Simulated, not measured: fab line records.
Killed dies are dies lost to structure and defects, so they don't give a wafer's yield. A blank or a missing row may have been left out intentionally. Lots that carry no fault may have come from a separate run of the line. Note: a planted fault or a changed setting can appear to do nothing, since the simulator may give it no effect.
A struck lot beside a sound one || flow n5-finfet || 17 steps out of a route of 1938
Sound: wafers L697.3, L697.4, L697.5. Struck: wafer L717.4 (left out: L717.1, L717.2 of the same lot, which were not struck); the cause appears at the end.
Per side, at each step with rows, come the tool, then ch with its chambers, and then its first start. Under that, the readings that differ: sound wafers || struck wafers || difference of the means || sigmas: that difference in standard deviations of wafers without a fault.
alike: readings whose means differ by less than 2 such deviations, and words and numbers that are the same on both sides. not compared: withheld readings, readings that some wafer has no value for, bounds like >300 that may hide the same value, and numbers for which the record gives no deviation and whose values overlap.
Wherever a step has rows on one side only, a row that says differs or no value, or a row with sigmas, the two part there. Non-overlapping numbers with no deviation appear without sigmas and do not part them. A reading that every wafer of one side lacks parts them only if that side has two wafers or more.

first, 9 steps without rows for these wafers: N5_BEOL_M2_COAT_61 (time 60 s, resist thk 60 nm); N5_BEOL_M2_COAT_62 (time 60 s, resist thk 12 nm); N5_BEOL_M2_COAT_73 (time 60 s, resist thk 5 nm); N5_BEOL_M2_COAT_05 (resist thk 30 nm); N5_BEOL_M2_EBR_07; N5_BEOL_M2_SOFTBAKE_06 (time 60 s); N5_BEOL_M2_EXPOSE_08 (exposes mask M2); N5_BEOL_M2_PEB_09 (peb time 60 s); N5_BEOL_M2_DEVELOP_10 (develop time 30 s).
N5_BEOL_M2_CD_MEAS_11: target cd 16.79 nm.
  sound on cd-sem-02 ch 0, day 6 22:22; struck on cd-sem-01 ch 0, day 12 08:25
  alike: cd-nm
N5_BEOL_M2_OVL_MEAS_12:
  sound on overlay-01 ch 0, day 6 22:25; struck on overlay-02 ch 0, day 12 08:26
  alike: M2_OVL
N5_BEOL_M2_INSPECT_13: inspects for defects (brightfield).
  struck on defect-inspect-02, day 12 08:30; sound on defect-inspect-02, day 6 22:28
  alike: raw-defect-count
N5_BEOL_M2_DESCUM_16: chemistry O2, time 7 s.
  sound on rie-diel-02 ch 2,3, day 6 22:35; struck on rie-diel-04 ch 0, day 12 08:32
{"reading": "model.CAR-EUV_of_BEOL_M2_COAT_05.thk-nm (nm)", "sound": "26.2 26 26", "struck": 27.6, "difference": "+1.5", "sigmas": ""}
  alike: drypump-motor-current-A, oes-product-au, rf-vpp-V, showerhead-plenum-p-Torr, throttle-valve-pct
  not compared: rf-hours-counter-h
N5_BEOL_M2_ETCH_74: etches underlayer in N2/H2, target depth 6.5 nm, time 5.2 s.
  sound on rie-diel-02 ch 2,3, day 6 22:38; struck on rie-diel-04 ch 0, day 12 08:34
{"reading": "etch-rf-on-time-s (s)", "sound": "5.74 5.17 5.73", "struck": 4.88, "difference": -0.67, "sigmas": -3}
{"reading": "model.BEOL_M2.cd-offset-nm (nm)", "sound": "0.4 0 0", "struck": -0.6, "difference": -0.7, "sigmas": ""}
  alike: drypump-motor-current-A, n2-flow-sccm, oes-product-au, rf-vpp-V, showerhead-plenum-p-Torr, throttle-valve-pct
  not compared: rf-hours-counter-h
N5_BEOL_M2_ETCH_63: etches SiARC in CF4, target depth 15.6 nm, time 26 s.
  sound on rie-diel-02 ch 2,3, day 6 22:39; struck on rie-diel-04 ch 0, day 12 08:35
{"reading": "etch-rf-on-time-s (s)", "sound": "27.8 25.6 27.7", "struck": 24.5, "difference": -2.5, "sigmas": -3}
{"reading": "throttle-valve-pct (%)", "sound": "15.53 15.51 15.54", "struck": 15.19, "difference": -0.34, "sigmas": -2}
{"reading": "model.BEOL_M2.cd-offset-nm (nm)", "sound": "0.4 0.2 0.2", "struck": -0.8, "difference": -1.1, "sigmas": ""}
  alike: drypump-motor-current-A, oes-product-au, rf-vpp-V, showerhead-plenum-p-Torr
  not compared: rf-hours-counter-h
N5_BEOL_M2_ETCH_64: etches SOC in N2/H2, target depth 75 nm, overetch 22.5 nm, time 121.9 s.
  sound on rie-diel-02 ch 2,3, day 6 22:40; struck on rie-diel-04 ch 0, day 12 08:37
  alike: drypump-motor-current-A, n2-flow-sccm, oes-product-au, rf-vpp-V, showerhead-plenum-p-Torr, throttle-valve-pct
  not compared: rf-hours-counter-h
N5_BEOL_M4_RC_MEAS_101:
  sound on prober-02 ch 0, day 9 01:48; struck on prober-01 ch 0, day 14 02:22
  alike: DIBL_N, DIBL_P, IOFF_N, IOFF_P, ION_N, ION_P, SS_N, SS_P, VT_N, VT_P

== WHERE THEY PART ==
Earliest at N5_BEOL_M2_ETCH_74; latest, in this record, at N5_BEOL_M2_ETCH_63. Later steps at which nothing parts them and some readings are alike: N5_BEOL_M2_ETCH_64, N5_BEOL_M4_RC_MEAS_101.

WHY: whatever the simulator had introduced
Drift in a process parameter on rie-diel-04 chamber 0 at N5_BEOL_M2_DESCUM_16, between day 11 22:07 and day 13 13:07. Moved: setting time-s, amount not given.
